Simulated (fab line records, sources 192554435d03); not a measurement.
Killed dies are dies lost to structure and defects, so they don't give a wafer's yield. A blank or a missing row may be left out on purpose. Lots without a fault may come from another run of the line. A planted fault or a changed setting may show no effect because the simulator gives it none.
One fault seen from 2 desks | flow n5_finfet | each desk has only its own numbers; what lay behind them comes last

THE METROLOGY DESK
What the gauges read, lot by lot, whatever tool the lot ran on: means of the sampled wafers that have a number. A lot is out of limits, marked OUT, if its mean lies more than 4 standard deviations from the usual mean; the brackets give that distance. Of its 10 readings 7 are shown: those that lie furthest out on some lot.
Columns: A = DIBL_N at N5_BEOL_M4_RC_MEAS_101, usual 36.2 mV/V; B = DIBL_P at N5_BEOL_M4_RC_MEAS_101, usual 36.5 mV/V; C = IOFF_P at N5_BEOL_M4_RC_MEAS_101, usual 0.21 nA/um; D = ION_N at N5_BEOL_M4_RC_MEAS_101, usual 675 uA/um; E = ION_P at N5_BEOL_M4_RC_MEAS_101, usual 464 uA/um; F = VT_N at N5_BEOL_M4_RC_MEAS_101, usual 250.4 mV; G = VT_P at N5_BEOL_M4_RC_MEAS_101, usual -250 mV
lot  | first seen here | A    | B    | C    | D   | E   | F     | G
L155 | day 9 10:29     | 38.5 | 38.5 | 0.22 | 684 | 462 | 251.3 | -251
L156 | day 9 19:01     | 35.3 | 35.8 | 0.21 | 674 | 467 | 253.0 | -248
L158 | day 10 02:59    | 36.3 | 37.8 | 0.23 | 693 | 473 | 247.9 | -249
L161 | day 11 11:46    | 35.9 | 35.6 | 0.18 | 668 | 453 | 249.5 | -253
L163 | day 11 15:15    | 38.0 | 39.2 | 0.29 | 690 | 476 | 245.0 | -242
L164 | day 12 11:15    | 36.7 | 37.1 | 0.22 | 676 | 465 | 250.1 | -250
L168 | day 12 12:52    | 35.7 | 38.1 | 0.21 | 668 | 460 | 250.6 | -251
L167 | day 12 17:14    | 37.2 | 37.5 | 0.24 | 698 | 477 | 247.7 | -248
This desk's finding: nothing out of limits on any of the 8 lots.

THE TOOL OWNER'S DESK: litho_track-01
The tool's own readings at N5_SD_EPI_N_COAT_33 (time 60 s, resist thk 35 nm): means of the sampled wafers that have a number, for each lot that ran on this tool. A lot is out of limits, marked OUT, if its mean lies more than 4 standard deviations from the usual mean; the brackets give that distance.
Columns: A = spin_speed_rpm at N5_SD_EPI_N_COAT_33, usual 1500.0 rpm
lot  | first seen here | A
L155 | day 4 15:28     | 1499.8
L156 | day 4 20:29     | 1500.4
L158 | day 5 06:40     | 1500.4
L161 | day 6 00:47     | 1499.9
L163 | day 6 11:41     | 1500.8
L164 | day 6 20:05     | 1307.0 (-99 or more) OUT
L168 | day 7 20:08     | 1306.5 (-99 or more) OUT
L167 | day 8 00:05     | 1308.2 (-99 or more) OUT
This desk's finding: out of limits on L164, L167, L168; first on L164, day 6 20:05 (spin_speed_rpm at N5_SD_EPI_N_COAT_33). In limits: L155, L156, L158, L161, L163.

PUT TOGETHER
The tool owner's desk could have raised an alarm at day 6 20:05, on L164, L167, L168.
The metrology desk saw nothing out of limits.
The metrology desk has L164, L167, L168 on record, within its limits.
Of the lots named, all ran N5_SD_EPI_N_COAT_33 on litho_track-01.

WHAT THE SIMULATOR HAD PUT IN
Process parameter drift: litho_track-01, from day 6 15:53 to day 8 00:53, at N5_SD_EPI_N_COAT_33. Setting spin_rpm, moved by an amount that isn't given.
Lots struck among those shown: L164, L167, L168.
Hours from the fault's start to each desk's first reading out of limits: the tool owner's desk, 4.
